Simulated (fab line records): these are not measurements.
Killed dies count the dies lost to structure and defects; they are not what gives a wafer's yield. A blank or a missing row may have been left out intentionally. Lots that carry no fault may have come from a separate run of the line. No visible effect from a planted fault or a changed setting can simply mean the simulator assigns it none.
Chamber matching / flow n5_finfet / N5_ILD0_CMP_07 on cmp-04: 4 sister chambers
The step polishes SiO2 flowable, stops on poly-Si, t overpolish 1.18 s, target thk 138.88 nm. 16 wafers are shown with their chamber, then 8 later ones without.

WAFERS WITH THEIR CHAMBER
wafer=L078.1; chamber=0; motor_current_A (A)=11.8; platen_rpm (rpm)=51.87; retaining_ring_pressure_frac=0.996
wafer=L078.4; chamber=1; motor_current_A (A)=13.0; platen_rpm (rpm)=51.82; retaining_ring_pressure_frac=1.005
wafer=L078.6; chamber=0; motor_current_A (A)=12.2; platen_rpm (rpm)=51.83; retaining_ring_pressure_frac=1.001
wafer=L081.2; chamber=1; motor_current_A (A)=13.1; platen_rpm (rpm)=51.77; retaining_ring_pressure_frac=0.999
wafer=L081.4; chamber=3; motor_current_A (A)=11.3; platen_rpm (rpm)=51.74; retaining_ring_pressure_frac=1.000
wafer=L081.6; chamber=1; motor_current_A (A)=13.3; platen_rpm (rpm)=51.76; retaining_ring_pressure_frac=0.999
wafer=L082.2; chamber=2; motor_current_A (A)=13.3; platen_rpm (rpm)=51.80; retaining_ring_pressure_frac=1.004
wafer=L082.3; chamber=0; motor_current_A (A)=12.4; platen_rpm (rpm)=51.80; retaining_ring_pressure_frac=1.002
wafer=L082.6; chamber=2; motor_current_A (A)=13.7; platen_rpm (rpm)=51.81; retaining_ring_pressure_frac=0.997
wafer=L084.1; chamber=3; motor_current_A (A)=11.5; platen_rpm (rpm)=51.77; retaining_ring_pressure_frac=0.993
wafer=L084.2; chamber=2; motor_current_A (A)=13.2; platen_rpm (rpm)=51.77; retaining_ring_pressure_frac=1.003
wafer=L084.4; chamber=1; motor_current_A (A)=13.7; platen_rpm (rpm)=51.80; retaining_ring_pressure_frac=1.007
wafer=L085.1; chamber=0; motor_current_A (A)=12.2; platen_rpm (rpm)=51.77; retaining_ring_pressure_frac=1.001
wafer=L085.2; chamber=3; motor_current_A (A)=11.3; platen_rpm (rpm)=51.79; retaining_ring_pressure_frac=0.993
wafer=L085.4; chamber=2; motor_current_A (A)=13.6; platen_rpm (rpm)=51.80; retaining_ring_pressure_frac=0.999
wafer=L087.3; chamber=1; motor_current_A (A)=13.2; platen_rpm (rpm)=51.85; retaining_ring_pressure_frac=0.992

SIGNATURES (averages over the wafers above)
reading=motor_current_A; chamber 0=12.150; chamber 1=13.260; chamber 2=13.450; chamber 3=11.367; scatter within a chamber=0.238
reading=platen_rpm; chamber 0=51.8175; chamber 1=51.8000; chamber 2=51.7950; chamber 3=51.7667; scatter within a chamber=0.033
reading=retaining_ring_pressure_frac; chamber 0=1.00000; chamber 1=1.00040; chamber 2=1.00075; chamber 3=0.99533; scatter within a chamber=0.00435
Rule: a wafer lies at a distance from a chamber equal to the root of the sum of squares, over the readings, of (its reading less the chamber's mean, divided by the reading's scatter). The wafer belongs to the nearest chamber; if the next one is less than 2 further off, it can't be placed. The scatter is the square root of a quotient: the sum, over the shown wafers, of each reading's squared deviation from its chamber's mean, divided by wafers minus chambers.

WAFERS MISSING THEIR CHAMBER
wafer=L087.5; motor_current_A (A)=11.2; platen_rpm (rpm)=51.78; retaining_ring_pressure_frac=1.000
wafer=L087.6; motor_current_A (A)=13.1; platen_rpm (rpm)=51.82; retaining_ring_pressure_frac=0.994
wafer=L093.1; motor_current_A (A)=13.2; platen_rpm (rpm)=51.79; retaining_ring_pressure_frac=0.995
wafer=L093.4; motor_current_A (A)=13.3; platen_rpm (rpm)=51.84; retaining_ring_pressure_frac=0.994
wafer=L093.6; motor_current_A (A)=12.5; platen_rpm (rpm)=51.83; retaining_ring_pressure_frac=1.001
wafer=L094.1; motor_current_A (A)=11.4; platen_rpm (rpm)=51.79; retaining_ring_pressure_frac=0.998
wafer=L094.2; motor_current_A (A)=13.3; platen_rpm (rpm)=51.79; retaining_ring_pressure_frac=1.010
wafer=L094.3; motor_current_A (A)=12.3; platen_rpm (rpm)=51.74; retaining_ring_pressure_frac=1.003

WHICH CHAMBER EACH ONE RAN IN
wafer=L087.5; from the rows above=3; in truth=3
wafer=L087.6; from the rows above=can't be placed: 1 or 2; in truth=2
wafer=L093.1; from the rows above=can't be placed: 1 or 2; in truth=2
wafer=L093.4; from the rows above=can't be placed: 1 or 2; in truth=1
wafer=L093.6; from the rows above=can't be placed: 0 or 1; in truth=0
wafer=L094.1; from the rows above=3; in truth=3
wafer=L094.2; from the rows above=can't be placed: 2 or 1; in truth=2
wafer=L094.3; from the rows above=can't be placed: 0 or 3 or 1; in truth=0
Correctly placed: 2 of 8. These rows do not allow placing 6 (true chamber among the candidates in 6). 0 placed wrongly.
